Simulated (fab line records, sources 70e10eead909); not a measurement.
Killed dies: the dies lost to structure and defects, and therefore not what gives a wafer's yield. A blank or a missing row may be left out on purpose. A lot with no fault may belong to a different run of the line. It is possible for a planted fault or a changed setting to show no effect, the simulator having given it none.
Matching of chambers ; flow nand_harc ; 4 sister chambers for NHARC_P_BONDPAD_CMP_19 on cmp-01
The step polishes, t overpolish 30 s, cu recess touch 16 s, target thk 160.81 nm. 8 wafers are shown with their chamber, then 9 later ones without.

## EACH WAFER AND ITS CHAMBER
wafer;chamber;motor_current_A (A);overpolish_run_s (s)
L075.5;1;11.4;30.000
L082.4;1;11.0;30.002
L083.1;2;12.2;29.992
L083.3;3;11.9;30.008
L083.4;0;9.9;29.998
L088.4;2;12.3;29.999
L088.5;0;10.6;30.000
L088.6;3;12.0;30.001

## WAFERS WITH NO CHAMBER GIVEN
wafer;motor_current_A (A);overpolish_run_s (s)
L093.1;12.0;30.008
L093.3;11.6;29.990
L093.6;11.4;29.991
L094.2;11.2;30.004
L094.4;10.7;30.005
L094.6;12.0;29.989
L095.2;11.6;30.006
L095.3;10.4;30.012
L095.5;12.8;29.998

## CHAMBER TAKEN BY EACH
wafer;from the rows above;in truth
L093.1;3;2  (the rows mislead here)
L093.3;can't be placed: 2 or 1 or 3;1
L093.6;can't be placed: 1 or 2 or 3 or 0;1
L094.2;can't be placed: 1 or 3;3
L094.4;can't be placed: 1 or 0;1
L094.6;2;2
L095.2;can't be placed: 3 or 1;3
L095.3;can't be placed: 0 or 1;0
L095.5;can't be placed: 2 or 3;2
Placed correctly: 1 of 9. Can't be placed from these rows: 7 (the true chamber is among the candidates in 7). Placed wrongly: 1.
How it was worked out, from the rows above alone: a wafer's distance from a chamber is the root of the sum, over the readings, of the square of ((its reading less the chamber's mean) divided by the reading's scatter). If the next closest chamber is less than 2 further off than the closest, the wafer can't be placed; otherwise it belongs to the closest. Each chamber's mean is taken over the wafers shown for it. How the scatter is found: for the shown wafers, subtract from each reading the mean of its chamber, square and add these, divide the total by (wafers less chambers), then take the root.
